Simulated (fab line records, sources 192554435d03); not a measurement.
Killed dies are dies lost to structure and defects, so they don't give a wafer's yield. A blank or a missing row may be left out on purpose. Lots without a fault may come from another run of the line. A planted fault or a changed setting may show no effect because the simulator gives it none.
Split-lot experiment | flow n5_finfet | 7 lots, 39 wafers read, on a route of 1938 steps

THE SPLIT
At N5_FIN_SAQP_ETCH_65 (etches SiO2 in CF4, target depth 4 nm, time 4.4 s), the setting time_s was moved away from the recipe's 4.4 s on 12 of the 39 wafers read, by -12.1% to +17.6%. The other wafers ran this setting at the recipe's value.

The reading is taken at the split's own step.

THE READING
etch.depth_nm (the simulator's own value, which no gauge read), in nm, at N5_FIN_SAQP_ETCH_65 (etches SiO2 in CF4, target depth 4 nm, time 4.4 s). The file gives no usual value for it. The 27 wafers here that ran the recipe average 3.970 nm, standard deviation 0.072 nm.

wafer  | tool, chamber at the split | time_s as run, s | against the recipe | etch.depth_nm, nm | against lot-mates on the recipe
L074.1 | rie_si-01, 3               | 4.4              | recipe             | 3.913             | -
L074.3 | rie_si-01, 0               | 4.4              | recipe             | 3.916             | -
L074.4 | rie_si-01, 1               | 4.4              | recipe             | 4.062             | -
L080.1 | rie_si-06, 3               | 4.4              | recipe             | 4.002             | -
L080.2 | rie_si-06, 1               | 4.4              | recipe             | 4.069             | -
L080.3 | rie_si-06, 2               | 4.4              | recipe             | 4.161             | -
L080.4 | rie_si-06, 0               | 4.4              | recipe             | 3.984             | -
L080.5 | rie_si-06, 3               | 4.4              | recipe             | 3.978             | -
L080.6 | rie_si-06, 0               | 4.4              | recipe             | 4.004             | -
L082.1 | rie_si-05, 0               | 4.4              | recipe             | 3.904             | -
L082.2 | rie_si-05, 1               | 5.147            | +17.0%             | 4.524             | +0.563
L082.3 | rie_si-05, 3               | 4.4              | recipe             | 4.009             | -
L082.4 | rie_si-05, 2               | 4.4              | recipe             | 3.971             | -
L082.5 | rie_si-05, 3               | 5.147            | +17.0%             | 4.663             | +0.702
L082.6 | rie_si-05, 0               | 5.147            | +17.0%             | 4.541             | +0.580
L084.1 | rie_si-05, 3               | 4.4              | recipe             | 4.047             | -
L084.2 | rie_si-05, 0               | 4.4              | recipe             | 3.906             | -
L084.3 | rie_si-05, 1               | 4.4              | recipe             | 3.9               | -
L084.4 | rie_si-05, 2               | 4.4              | recipe             | 4.001             | -
L084.5 | rie_si-05, 1               | 4.4              | recipe             | 3.919             | -
L084.6 | rie_si-05, 0               | 4.4              | recipe             | 3.914             | -
L091.1 | rie_si-01, 3               | 4.02             | -8.6%              | 3.628             | -0.348
L091.2 | rie_si-01, 0               | 4.4              | recipe             | 3.885             | -
L091.3 | rie_si-01, 2               | 4.4              | recipe             | 3.952             | -
L091.4 | rie_si-01, 1               | 4.4              | recipe             | 4.092             | -
L091.5 | rie_si-01, 1               | 4.02             | -8.6%              | 3.716             | -0.260
L091.6 | rie_si-01, 2               | 4.02             | -8.6%              | 3.607             | -0.369
L093.1 | rie_si-05, 3               | 3.867            | -12.1%             | 3.548             | -0.383
L093.2 | rie_si-05, 0               | 4.4              | recipe             | 3.904             | -
L093.3 | rie_si-05, 1               | 4.4              | recipe             | 3.86              | -
L093.4 | rie_si-05, 2               | 3.867            | -12.1%             | 3.508             | -0.423
L093.5 | rie_si-05, 2               | 4.4              | recipe             | 4.029             | -
L093.6 | rie_si-05, 3               | 3.867            | -12.1%             | 3.553             | -0.378
L094.1 | rie_si-01, 0               | 4.4              | recipe             | 3.908             | -
L094.2 | rie_si-01, 2               | 4.4              | recipe             | 3.976             | -
L094.3 | rie_si-01, 1               | 5.176            | +17.6%             | 4.777             | +0.837
L094.4 | rie_si-01, 3               | 4.4              | recipe             | 3.937             | -
L094.5 | rie_si-01, 2               | 5.176            | +17.6%             | 4.689             | +0.749
L094.6 | rie_si-01, 1               | 5.176            | +17.6%             | 4.794             | +0.854

THE FIT
A straight line over all 39 wafers: etch.depth_nm changes by +0.039 nm for each +1% of time_s; r = +0.97; the points scatter about the line by 0.074 nm.
The same after taking each lot's own level away (the mean of its wafers on the recipe; 39 wafers): +0.0392 nm for each +1%; r = +0.97; scatter 0.073 nm.
On that fit, the largest move of time_s shifts the reading by 0.69 nm.
The lots' own levels span 3.9310 to 4.0330 nm, that is 1.4 times the standard deviation above.
So the lot-to-lot level changes the slope little: the two slopes agree.
Check: with one of the wafers moved furthest among these (+17.6%) left out of the fit, the line predicts +0.683 nm for it against its lot-mates. It came out at +0.837 nm against them.

OTHER SPLITS ON THESE WAFERS
These wafers also went through other splits before the reading. Each is held against what the fit with the lots' levels taken away leaves over:
other split on the same wafers               | wafers away from the commonest value | r with etch.depth_nm (lot level and that fit taken away)
N5_PMOS_HMC_CHANNEL_EPI_EPI_20 pressure_torr | 24                                   | -0.20

THE FILE'S OWN FIT
etch.depth_nm changes by +0.0394 nm for each +1% of time_s, r = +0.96.
